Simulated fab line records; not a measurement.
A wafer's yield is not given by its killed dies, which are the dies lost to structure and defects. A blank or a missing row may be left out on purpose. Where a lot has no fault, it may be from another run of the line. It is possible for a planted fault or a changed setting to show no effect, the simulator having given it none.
A lot that was struck, set against a sound lot    flow n5_finfet    39 steps out of a route of 1938
Sound: wafers L589.1, L589.2, L589.4. Wafers struck: L586.2, L586.4, L586.5. The cause is named last.
At each step with rows: each side's tool, then ch and its chambers, then its first start. Under that, the readings that differ: sound wafers    struck wafers    difference of the means    sigmas: that difference in standard deviations of wafers without a fault.
alike: same words and numbers on both sides, and readings whose means sit less than 2 such deviations apart. not compared: any withheld reading, any reading some wafer has no value for, any bound like >300 that may hide the same value, and any number with overlapping values for which the record gives no deviation.
Wherever a step has rows on one side only, a row that says differs or no value, or a row with sigmas, the two part there. When numbers do not overlap yet have no deviation, they are printed without sigmas and do not part them. A reading missing from all wafers of one side parts the sides only when that side holds two or more wafers.

first, 9 steps without rows for these wafers: N5_BEOL_M0_CUTY_EXPOSE_54 (exposes mask M0 ABLK); N5_BEOL_M0_CUTY_PEB_55 (peb time 60 s); N5_BEOL_M0_CUTY_DEVELOP_56 (develop time 30 s); N5_BEOL_M0_CUTY_DESCUM_61 (chemistry O2, time 7.9 s); N5_BEOL_M0_CUTY_ETCH_62 (etches SiARC in CF4, time 58.5 s); N5_BEOL_M0_CUTY_ETCH_63 (etches SOC in N2/H2, target depth 82.7 nm, overetch 16.5 nm, time 124 s); N5_BEOL_M0_CUTY_STRIP_64 (strips in N2/H2); N5_BEOL_M0_ETCH_138 (etches SiCN in CH3F/O2, target depth 12 nm, time 31.6 s); N5_BEOL_M0_HM_OPEN_105 (chemistry Cl2/BCl3, target TiN, target depth 12 nm).
N5_BEOL_M0_STRIP_140: strips in CF4.
  sound on rie_diel-01 ch 2,3, day 9 10:34; struck on rie_diel-01 ch 1,3, day 8 03:57
  no value came back on the struck wafers for any of 7 readings (bias_power_w (W), cf4_flow_sccm (sccm) and others); on the sound wafers bias_power_w (W) reads 75.20 74.74 75.04
  not compared: rf_hours_counter_h
then, 27 steps without rows for these wafers: N5_BEOL_M0_STRIP_104 (strips in N2/H2); N5_BEOL_M0_WET_ETCH_106 (etches SiO2 in DHF, target depth 130 nm, rinse time 30 s); N5_BEOL_M0_ETCH_128 (etches SiCN in CF4/N2, target depth 12 nm, overetch 5.1 nm, time 21.4 s); N5_BEOL_M0_TRENCH_ETCH_107 (etches SiOC in C4F6/O2, target depth 32.8 nm, time 16.4 s); N5_BEOL_M0_STRIP_142 (strips in N2/H2, time 10 s); N5_BEOL_M0_HM_STRIP_129 (strips TiN in peroxide tin strip, target depth 17 nm, time 108 s); N5_BEOL_M0_SRD_130 (time 30 s); N5_BEOL_M0_ETCH_109 (etches SiCN in CH3F/O2, target depth 8 nm, overetch 2.4 nm, time 27.4 s); N5_BEOL_M0_STRIP_139 (strips in post etch residue remover, time 60 s); N5_BEOL_M0_SRD_111 (time 30 s); N5_BEOL_M0_DEGAS_112 (time 60 s); N5_BEOL_M0_PRE_CLEAN_113 (time 30 s); N5_BEOL_M0_ALD_136 (deposits TaN, pulse time 2 s, purge time 3 s, co reactant purge time 2 s); N5_BEOL_M0_SURFACE_TREAT_137; N5_BEOL_M0_CVD_115 (deposits Co from CCTBA/H2, time 120 s); N5_BEOL_M0_SPUTTER_116 (material Cu, target thk 4 nm, time 7.37 s); N5_BEOL_M0_ANNEAL_117 (time 60 s); N5_BEOL_M0_SPUTTER_132 (material Cu, target thk 4 nm, time 7.37 s); N5_BEOL_M0_ANNEAL_133 (time 60 s); N5_BEOL_M0_SPUTTER_134 (material Cu, target thk 4 nm, time 7.37 s); N5_BEOL_M0_ANNEAL_135 (time 60 s); N5_BEOL_M0_SPUTTER_141 (material Cu, target thk 4 nm, time 7.37 s); N5_BEOL_M0_ECD_118 (material Cu, target thk 300 nm); N5_BEOL_M0_ANNEAL_119 (time 90 s); N5_BEOL_M0_CMP_120 (polishes, stops on SiOC, t overpolish 6.9 s); N5_BEOL_M0_PRE_CLEAN_131 (time 15 s); N5_BEOL_M0_CO_CAP_123 (material Co, precursor CCTBA/H2, target thk 2 nm, time 102.1 s).
-- record jumps: 3 days separate the struck wafers' starts on either side; left off in module BEOL_M0, taken up again in module BEOL_M4, whose first shown step is the route's number 1111 --
N5_BEOL_M4_RC_MEAS_101:
  sound on prober-01 ch 0, day 12 06:58; struck on prober-01 ch 0, day 10 23:35
  alike: DIBL_N, DIBL_P, IOFF_N, IOFF_P, ION_N, ION_P, SS_N, SS_P, VT_N, VT_P
-- here the record skips 4 days between the struck wafers' starts before and after, leaving off in module BEOL_M4 and picking up in module PASSIVATION (first step shown: number 1936 of the route) --
N5_PASSIVATION_PROBE_49:
  sound on prober-01 at day 16 15:19; struck on prober-01 at day 15 09:08
reading                   sound           struck          difference  sigmas
defect_limited_yield (%)  90.2 89.4 91.4  49.4 35.6 64.6  -40.5       -29
killed_at_M0_to_M3        28 47 26        496 627 336     +453        +49
killed_dies               116 125 101     597 760 418     +478        +28
killed_on_rim             13 17 19        28 149 17       +48         +12
sort_bin_5_function (%)   5.8 6.3 4.7     45.9 58.5 30.8  +39.5       +40
sort_bin_8_speed (%)      0 0 0           0 0 0.34        +0          +3
sort_n_pass               1064 1055 1079  583 420 759     -479        -28
sort_yield_pct (%)        90.2 89.4 91.4  49.4 35.6 64.3  -40.6       -29
  alike: killed_at_M4_up, killed_at_contacts, killed_at_front_end, killed_at_other, killed_open, killed_short, sort_bin_6_memory

== WHERE THEY PART ==
At N5_BEOL_M0_STRIP_140 first; at N5_PASSIVATION_PROBE_49 last (within this record only).

WHY: what had been put in by the simulator
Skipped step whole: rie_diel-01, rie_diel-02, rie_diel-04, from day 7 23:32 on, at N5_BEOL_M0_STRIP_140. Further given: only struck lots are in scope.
